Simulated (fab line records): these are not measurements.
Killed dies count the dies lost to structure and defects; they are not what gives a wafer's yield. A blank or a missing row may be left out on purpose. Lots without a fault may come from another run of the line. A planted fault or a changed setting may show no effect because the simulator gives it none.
Struck lot and sound lot, side by side || flow nand harc || 14 steps out of a route of 1302
Sound: the wafers L207.2, L207.4, L207.6. Wafers struck: L214.2, L214.3, L214.5. At the end, the cause is stated.
Per side, at each step with rows, come the tool, then ch with its chambers, and then its first start. Under that, the readings that differ: sound wafers || struck wafers || difference of the means || sigmas: that difference in standard deviations of wafers without a fault.
alike: words and numbers the same on both sides, and readings whose means are apart by under 2 such deviations; not compared: readings that were withheld, readings missing a value for some wafer, numbers with overlapping values and no deviation given by the record, and bounds like >300 which may hide the same value.
Wherever a step has rows on one side only, a row that says differs or no value, or a row with sigmas, the two part there. Numbers that don't overlap but have no deviation are shown without sigmas and don't part them. Lack of a reading on every wafer of one side parts them only where that side has two or more wafers.

NHARC_A_ONON_D2_THK_MEAS_08: measures by ellipsometry.
  sound on film metro-02, day 15 04:47; struck on film metro-02, day 18 11:34
{"reading": "thk nm (nm)", "sound": "987 987 988", "struck": "1013 1011 1012", "difference": "+25", "sigmas": "+2"}
then, 1 step without rows for these wafers: NHARC_A_ONON_D2_DEP_09 (target thk 1000 nm).
NHARC_A_ONON_D2_THK_MEAS_11: measures by ellipsometry.
  sound on film metro-02, day 15 05:22; struck on film metro-01, day 18 12:08
  alike: thk nm
then, 1 step without rows for these wafers: NHARC_A_ONON_D2_DEP_12 (target thk 1000 nm).
NHARC_A_ONON_D2_THK_MEAS_14: measures by ellipsometry.
  sound on film metro-02, day 15 05:55; struck on film metro-02, day 18 12:42
{"reading": "thk nm (nm)", "sound": "1014 1011 1012", "struck": "989 989 987", "difference": -24, "sigmas": -3}
then, 2 steps without rows for these wafers: NHARC_A_ONON_D2_ANNEAL_15 (time 3600 s); NHARC_A_ONON_D2_DEP_16 (target thk 1000 nm).
NHARC_A_ONON_D2_THK_MEAS_18: measures by ellipsometry.
  sound on film metro-02, day 15 13:34; struck on film metro-02, day 18 20:05
  alike: thk nm
then, 1 step without rows for these wafers: NHARC_A_ONON_D2_DEP_19 (target thk 1000 nm).
NHARC_A_ONON_D2_THK_MEAS_21: measures by ellipsometry.
  sound on film metro-02, day 15 14:08; struck on film metro-01, day 18 20:39
  alike: thk nm
then, 1 step without rows for these wafers: NHARC_A_ONON_D2_DEP_22 (target thk 1000 nm).
NHARC_A_ONON_D2_THK_MEAS_24: measures by ellipsometry.
  sound on film metro-01, day 15 14:41; struck on film metro-02, day 18 21:13
{"reading": "thk nm (nm)", "sound": "1010 1010 1009", "struck": "993 993 993", "difference": -17, "sigmas": -2}
NHARC_A_ONON_D2_DEP_25: target thk 1000 nm.
  sound on pecvd onon-02 ch 0, day 15 14:49; struck on pecvd onon-04 ch 0, day 18 21:20
  alike: n2 flow sccm
NHARC_A_ONON_D2_THK_MEAS_27: measures by ellipsometry.
  sound on film metro-01, day 15 15:16; struck on film metro-02, day 18 21:58
{"reading": "thk nm (nm)", "sound": "1016 1015 1017", "struck": "938 937 937", "difference": -79, "sigmas": -8}
  not compared: hold

WHERE THEY PART
Last at NHARC_A_ONON_D2_THK_MEAS_27 as far as this record goes, first at NHARC_A_ONON_D2_THK_MEAS_08.

WHY: what had been put in by the simulator
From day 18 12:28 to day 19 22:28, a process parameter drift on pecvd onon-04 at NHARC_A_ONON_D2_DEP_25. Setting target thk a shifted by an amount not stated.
